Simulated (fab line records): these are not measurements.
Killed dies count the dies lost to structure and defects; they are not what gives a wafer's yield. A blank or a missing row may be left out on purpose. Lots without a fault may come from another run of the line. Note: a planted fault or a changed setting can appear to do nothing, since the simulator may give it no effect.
Which tool did it? -- flow n5_finfet -- Sampling: 11 lots, 33 wafers, 4 of 1938 route steps

WHAT EACH GAUGE READ, for each wafer
N5_MIM_BOT_LITHO_OVL_MEAS_11.
lot,measured,on,MIM_BOT_OVL (nm)
L235,day 12 14:10,overlay-02,3 3 -1
L236,day 12 21:02,overlay-01,2 -2 5
L237,day 13 08:05,overlay-01,6 10 5
L238,day 13 00:52,overlay-02,0 1 -1
L240,day 13 21:20,overlay-02,4 10 6
L241,day 13 21:18,overlay-01,7 8 11
L242,day 14 06:34,overlay-01,6 0 2
L249,day 16 06:08,overlay-02,7 2 2
L254,day 18 06:40,overlay-01,-3 3 1
L255,day 17 21:44,overlay-02,3 -5 -1
L257,day 18 12:43,overlay-01,-4 2 -8

EACH LOT AND THE TOOL THAT RAN IT (in order: tool; ch and the chambers of the sampled wafers; start)
lot,N5_GATE_CUT_HM_OPEN_40,N5_MIM_TOP_DEGAS_04,N5_MIM_TOP_ETCH_ETCH_00
L235,"rie_diel-02 ch 0,1,2, day 4 09:25","pvd_sputter-01, day 12 12:58","rie_metal-03 ch 0,1, day 12 13:35"
L236,"rie_diel-05 ch 2,3, day 4 15:44","pvd_sputter-02, day 12 19:36","rie_metal-03 ch 0,1, day 12 20:16"
L237,"rie_diel-06 ch 0,2,3, day 4 22:07","pvd_sputter-01, day 13 06:49","rie_metal-02 ch 0,1, day 13 07:30"
L238,"rie_diel-02 ch 2,3, day 5 03:32","pvd_sputter-01, day 12 23:30","rie_metal-01 ch 0,1, day 13 00:07"
L240,"rie_diel-06 ch 0,2,3, day 5 15:22","pvd_sputter-03, day 13 19:43","rie_metal-01 ch 0,1, day 13 20:39"
L241,"rie_diel-05 ch 0,1,2, day 6 00:19","pvd_sputter-03, day 13 19:34","rie_metal-03 ch 0,1, day 13 20:26"
L242,"rie_diel-06 ch 2,3, day 6 07:20","pvd_sputter-02, day 14 05:07","rie_metal-02 ch 0, day 14 05:43"
L249,"rie_diel-06 ch 0,2, day 8 02:13","pvd_sputter-01, day 16 04:35","rie_metal-01 ch 0,1, day 16 05:20"
L254,"rie_diel-05 ch 1,2,3, day 9 08:05","pvd_sputter-01, day 18 05:19","rie_metal-02 ch 0,1, day 18 05:58"
L255,"rie_diel-02 ch 0,2, day 9 10:50","pvd_sputter-01, day 17 19:03","rie_metal-02 ch 0,1, day 17 19:50"
L257,"rie_diel-02 ch 1,2, day 9 23:26","pvd_sputter-03, day 18 11:13","rie_metal-03 ch 0,1, day 18 12:08"
- N5_GATE_CUT_HM_OPEN_40: chemistry C4F6/O2, target SiO2, target depth 139 nm, time 85.1 s.
- N5_MIM_TOP_DEGAS_04: time 60 s.
- N5_MIM_TOP_ETCH_ETCH_00: etches TiN in Cl2/BCl3, target depth 38.5 nm.

THE ANSWER, worked out from the rows above alone
Rule: the lots themselves supply what counts as usual. The widest of any qualifying gaps counts: lots, ordered by their means at a reading, are off when they make up no more than a third of the lots, leave a main group of 4 or more, and stand apart from it by 3 or more times the standard deviation of that group's means. The tables above print the reading to a certain number of digits; a main group whose means all agree to those digits is not used. A lot without any number at a reading at which 4 lots or more have one is off too. Any other lot the step has rows for is counted as sound.
Across all readings shown, no lot is off: no conclusion can be drawn from this.

WHAT WAS PUT IN BY THE SIMULATOR
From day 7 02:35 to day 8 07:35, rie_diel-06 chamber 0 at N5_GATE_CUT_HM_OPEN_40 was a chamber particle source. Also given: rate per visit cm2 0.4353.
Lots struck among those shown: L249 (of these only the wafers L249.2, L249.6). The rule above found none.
